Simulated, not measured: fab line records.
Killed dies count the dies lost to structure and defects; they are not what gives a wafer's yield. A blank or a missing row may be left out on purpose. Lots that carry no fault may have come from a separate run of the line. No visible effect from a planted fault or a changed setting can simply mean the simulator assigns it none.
A struck lot beside a sound one :: flow nandHarc :: 24 steps out of a route of 1302
Sound: wafers L449.4, L449.5, L449.6. Struck: wafers L459.1, L459.3, L459.4. The cause is given at the end.
At each step with rows: each side's tool, then ch and its chambers, then its first start. Under that, the readings that differ: sound wafers :: struck wafers :: difference of the means :: sigmas: that difference in standard deviations of wafers without a fault.
alike: a reading whose means differ by less than 2 such deviations, as well as words and numbers matching on both sides. not compared: withheld readings; readings where some wafer has no value; bounds like >300 that might hide an equal value; numbers whose values overlap and for which the record gives no deviation.
A row with sigmas, a row that says differs or no value, or rows on one side alone: a step with any of these is where the two part. Non-overlapping numbers with no deviation appear without sigmas and do not part them. A reading that every wafer of one side lacks parts them only if that side has two wafers or more.

NHARC_A_M0_INSPECT_27:
  sound: defectInspect-01 at day 25 23:41; struck: defectInspect-02 at day 30 10:08
  alike: rawDefectCount
NHARC_A_M0_PRE_CLEAN_31: time 12 s.
  sound on pecvd-04 ch 0,1,2, day 25 23:47; struck on pecvd-03 ch 0,2, day 30 10:13
  alike: heaterPowerW, susceptorTempC
NHARC_A_M0_DEP_32: deposits SiCN, target thk 30 nm.
  sound on pecvd-04 ch 0,1,2, day 25 23:58; struck on pecvd-03 ch 0,2, day 30 10:17
  alike: heaterPowerW, susceptorTempC
then, 8 steps without rows for these wafers: NHARC_A_M1_DEP_00 (deposits SiOC, target thk 182.5 nm); NHARC_A_M1_DEHYDRATE_01 (time 120 s); NHARC_A_M1_HMDS_02 (time 30 s); NHARC_A_M1_COAT_34 (time 65 s); NHARC_A_M1_COAT_03 (resist thk 90 nm); NHARC_A_M1_SOFTBAKE_04 (time 55 s); NHARC_A_M1_EBR_05; NHARC_A_M1_EXPOSE_06 (exposes mask A M1, target cd 120 nm).
NHARC_A_M1_PEB_07: peb time 65 s.
  sound on lithoTrack-01 ch 0, day 26 00:53; struck on lithoTrack-01 ch 0, day 30 11:28
reading: heaterPowerTotalW (W)
sound: 156.7 156.0 156.9
struck: 161.9 161.9 161.9
difference: +5.4
sigmas: +13

reading: plateTempC (C)
sound: 99.95 100.09 100.13
struck: 102.56 102.53 102.70
difference: +2.54
sigmas: +21
  alike: chillPlateTempC, resistLineTempC
then, 1 step without rows for these wafers: NHARC_A_M1_DEVELOP_08 (develop time 35 s).
NHARC_A_M1_CD_MEAS_09: target cd 120 nm.
  sound on cdSem-03 ch 0, day 26 00:58; struck on cdSem-01 ch 0, day 30 11:32
reading: cdNm (nm)
sound: 120.2 118.3 119.2
struck: 129.7 128.8 129.0
difference: +9.9
sigmas: +17
NHARC_A_M1_OVL_MEAS_10: pitch 240 nm.
  sound: overlay-02 at day 26 01:02; struck: overlay-02 at day 30 11:37
  alike: overlayXNm, overlayYNm
NHARC_A_M1_INSPECT_11:
  sound: defectInspect-02 at day 26 01:05; struck: defectInspect-02 at day 30 11:40
reading: rawDefectCount
sound: 36 42 24
struck: 154 156 157
difference: +122
sigmas: +3
NHARC_A_M1_DESCUM_14: chemistry O2, time 3 s.
  sound on rieDiel-06 ch 0,2,3, day 26 01:10; struck on rieDiel-12 ch 0,1,3, day 30 11:43
reading: model.A_M1.cdNm (nm)
sound: 119.7 118.9 118.7
struck: 130 129.7 129.4
difference: +11
sigmas: 
  alike: drypumpMotorCurrentA, oesProductAu, rfVppV, showerheadPlenumPTorr, throttleValvePct
  not compared: rfHoursCounterH
NHARC_A_M1_ETCH_35: etches the open film in N2/H2, target depth 40 nm, overetch 12 nm, time 43.94 s.
  sound on rieDiel-06 ch 0,1,3, day 26 01:14; struck on rieDiel-12 ch 0,1,3, day 30 11:48
  alike: drypumpMotorCurrentA, n2FlowSccm, oesProductAu, rfVppV, showerheadPlenumPTorr, throttleValvePct
  not compared: rfHoursCounterH
NHARC_A_M1_ETCH_15: etches the open film in C4F8/Ar, target depth 182.5 nm, time 91.2 s.
  sound on rieDiel-06 ch 0,3; struck on rieDiel-12 ch 0,1,3
  alike: oesProductAu, rfVppV
  not compared: rfHoursCounterH
NHARC_A_M1_CD_MEAS_16:
  sound: cdSem-02 at day 26 01:27; struck: cdSem-03 at day 30 12:01
reading: cdNm (nm)
sound: 119.2 118.5 119.1
struck: 129.9 129.5 129.5
difference: +10.7
sigmas: +14
NHARC_A_M1_STRIP_18: strips in N2/H2.
  sound on rieDiel-03 ch 1,2,3, day 26 01:34; struck on rieDiel-03 ch 1,2,3, day 30 12:06
  alike: drypumpMotorCurrentA, n2FlowSccm, oesProductAu, rfVppV, showerheadPlenumPTorr, throttleValvePct
  not compared: rfHoursCounterH
NHARC_A_M1_ETCH_28: etches the open film in CF4/N2, target depth 30 nm, time 72.99 s.
  sound on rieDiel-03 ch 0,1; struck on rieDiel-03 ch 0,1,2
reading: model.A_M1.cdNm (nm)
sound: 118.9 119.2 119
struck: 130.5 129.8 129
difference: +10.7
sigmas: 
  alike: cf4FlowSccm, drypumpMotorCurrentA, n2FlowSccm, oesProductAu, rfVppV, showerheadPlenumPTorr, throttleValvePct
  not compared: rfHoursCounterH
then, 1 step without rows for these wafers: NHARC_A_M1_STRIP_19 (strips in post etch residue remover, time 600 s).
NHARC_END_SORT_01:
  sound on prober-01 ch 0, day 27 14:57; struck on prober-02 ch 0, day 31 22:12
reading: defectLimitedYield (%)
sound: 94.8 95.0 97.3
struck: 89.2 87.0 84.8
difference: -8.7
sigmas: -3

reading: killedAtArray
sound: 33 33 16
struck: 72 81 96
difference: +56
sigmas: +3

reading: killedDies
sound: 35 34 18
struck: 73 88 103
difference: +59
sigmas: +3

reading: sort_bin_2_pct (%)
sound: 1.5 1.8 1.0
struck: 5.5 4.6 5.2
difference: +3.7
sigmas: +3

reading: sort_bin_3_pct (%)
sound: 0 0.4 0.1
struck: 1.3 1.0 1.5
difference: +1.1
sigmas: +3

reading: sort_bin_4_pct (%)
sound: 3.7 2.8 1.5
struck: 4.0 7.4 8.6
difference: +4.0
sigmas: +3

reading: sortNPass
sound: 642 643 659
struck: 604 589 574
difference: -59
sigmas: -3

reading: sortRimYieldPct (%)
sound: 89 93 93
struck: 82 72 76
difference: -15
sigmas: -3

reading: sortYieldPct (%)
sound: 94.8 95.0 97.3
struck: 89.2 87.0 84.8
difference: -8.7
sigmas: -3
  alike: killedAtOther, killedAtPeriphery, killedOpen, killedShort

WHERE THEY PART
At NHARC_A_M1_PEB_07 first; at NHARC_END_SORT_01 last (within this record only).

WHY: what the simulator had put in
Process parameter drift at NHARC_A_M1_PEB_07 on lithoTrack-01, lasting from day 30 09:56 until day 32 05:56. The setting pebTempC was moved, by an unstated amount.
